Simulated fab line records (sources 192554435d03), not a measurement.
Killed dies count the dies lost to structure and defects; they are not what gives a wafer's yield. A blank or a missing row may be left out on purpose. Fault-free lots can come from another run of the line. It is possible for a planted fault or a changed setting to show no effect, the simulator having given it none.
Matching of chambers || flow n5Finfet || 4 sister chambers for N5_BEOL_M10_ETCH_65 on rieDiel-04
The step etches SiARC in CF4, target depth 39 nm, time 65 s. 14 wafers are shown with their chamber, then 6 later ones without.

== WAFERS, EACH WITH ITS CHAMBER ==
{"wafer": "L648.1", "chamber": 1, "showerheadPlenumPTorr (Torr)": 2.17, "throttleValvePct (%)": 15.29, "oesProductAu (a.u.)": 0.77}
{"wafer": "L648.4", "chamber": 3, "showerheadPlenumPTorr (Torr)": 2.29, "throttleValvePct (%)": 15.06, "oesProductAu (a.u.)": 0.84}
{"wafer": "L648.6", "chamber": 0, "showerheadPlenumPTorr (Torr)": 2.23, "throttleValvePct (%)": 15.58, "oesProductAu (a.u.)": 0.71}
{"wafer": "L649.2", "chamber": 1, "showerheadPlenumPTorr (Torr)": 2.17, "throttleValvePct (%)": 15.29, "oesProductAu (a.u.)": 0.78}
{"wafer": "L649.3", "chamber": 3, "showerheadPlenumPTorr (Torr)": 2.29, "throttleValvePct (%)": 15.06, "oesProductAu (a.u.)": 0.84}
{"wafer": "L649.6", "chamber": 1, "showerheadPlenumPTorr (Torr)": 2.17, "throttleValvePct (%)": 15.30, "oesProductAu (a.u.)": 0.77}
{"wafer": "L652.2", "chamber": 3, "showerheadPlenumPTorr (Torr)": 2.29, "throttleValvePct (%)": 15.08, "oesProductAu (a.u.)": 0.81}
{"wafer": "L652.3", "chamber": 2, "showerheadPlenumPTorr (Torr)": 2.24, "throttleValvePct (%)": 15.63, "oesProductAu (a.u.)": 0.69}
{"wafer": "L652.5", "chamber": 2, "showerheadPlenumPTorr (Torr)": 2.24, "throttleValvePct (%)": 15.62, "oesProductAu (a.u.)": 0.68}
{"wafer": "L651.2", "chamber": 3, "showerheadPlenumPTorr (Torr)": 2.29, "throttleValvePct (%)": 15.08, "oesProductAu (a.u.)": 0.81}
{"wafer": "L651.6", "chamber": 0, "showerheadPlenumPTorr (Torr)": 2.22, "throttleValvePct (%)": 15.61, "oesProductAu (a.u.)": 0.71}
{"wafer": "L656.2", "chamber": 1, "showerheadPlenumPTorr (Torr)": 2.17, "throttleValvePct (%)": 15.33, "oesProductAu (a.u.)": 0.75}
{"wafer": "L656.3", "chamber": 2, "showerheadPlenumPTorr (Torr)": 2.24, "throttleValvePct (%)": 15.61, "oesProductAu (a.u.)": 0.68}
{"wafer": "L656.4", "chamber": 3, "showerheadPlenumPTorr (Torr)": 2.29, "throttleValvePct (%)": 15.10, "oesProductAu (a.u.)": 0.81}

SIGNATURES, as means of the wafers listed above
{"reading": "showerheadPlenumPTorr", "chamber 0": 2.2250, "chamber 1": 2.1700, "chamber 2": 2.2400, "chamber 3": 2.2900, "scatter within a chamber": 0.00224}
{"reading": "throttleValvePct", "chamber 0": 15.5950, "chamber 1": 15.3025, "chamber 2": 15.6200, "chamber 3": 15.0760, "scatter within a chamber": 0.0169}
{"reading": "oesProductAu", "chamber 0": 0.7100, "chamber 1": 0.7675, "chamber 2": 0.6833, "chamber 3": 0.8220, "scatter within a chamber": 0.0127}
Rule: for a wafer and a chamber, the distance is found by dividing, reading by reading, the gap between the wafer's reading and the chamber's mean by the reading's scatter, squaring, summing and taking the root. If the next closest chamber is less than 2 further off than the closest, the wafer can't be placed; otherwise it belongs to the closest. The scatter: take each reading less its chamber's mean, square it, sum over the shown wafers, divide by the number of wafers less the number of chambers, and take the root.

== WAFERS WITH NO CHAMBER GIVEN ==
{"wafer": "L657.1", "showerheadPlenumPTorr (Torr)": 2.22, "throttleValvePct (%)": 15.63, "oesProductAu (a.u.)": 0.70}
{"wafer": "L657.5", "showerheadPlenumPTorr (Torr)": 2.29, "throttleValvePct (%)": 15.10, "oesProductAu (a.u.)": 0.81}
{"wafer": "L657.6", "showerheadPlenumPTorr (Torr)": 2.24, "throttleValvePct (%)": 15.63, "oesProductAu (a.u.)": 0.67}
{"wafer": "L658.3", "showerheadPlenumPTorr (Torr)": 2.24, "throttleValvePct (%)": 15.64, "oesProductAu (a.u.)": 0.68}
{"wafer": "L658.4", "showerheadPlenumPTorr (Torr)": 2.22, "throttleValvePct (%)": 15.60, "oesProductAu (a.u.)": 0.70}
{"wafer": "L658.6", "showerheadPlenumPTorr (Torr)": 2.22, "throttleValvePct (%)": 15.62, "oesProductAu (a.u.)": 0.71}

== WHICH CHAMBER EACH WENT THROUGH ==
{"wafer": "L657.1", "from the rows above": 0, "in truth": 0}
{"wafer": "L657.5", "from the rows above": 3, "in truth": 3}
{"wafer": "L657.6", "from the rows above": 2, "in truth": 2}
{"wafer": "L658.3", "from the rows above": 2, "in truth": 2}
{"wafer": "L658.4", "from the rows above": 0, "in truth": 0}
{"wafer": "L658.6", "from the rows above": 0, "in truth": 0}
Correct placement for 6 of the 6. Left unplaced by these rows: 0. 0 placed wrongly.
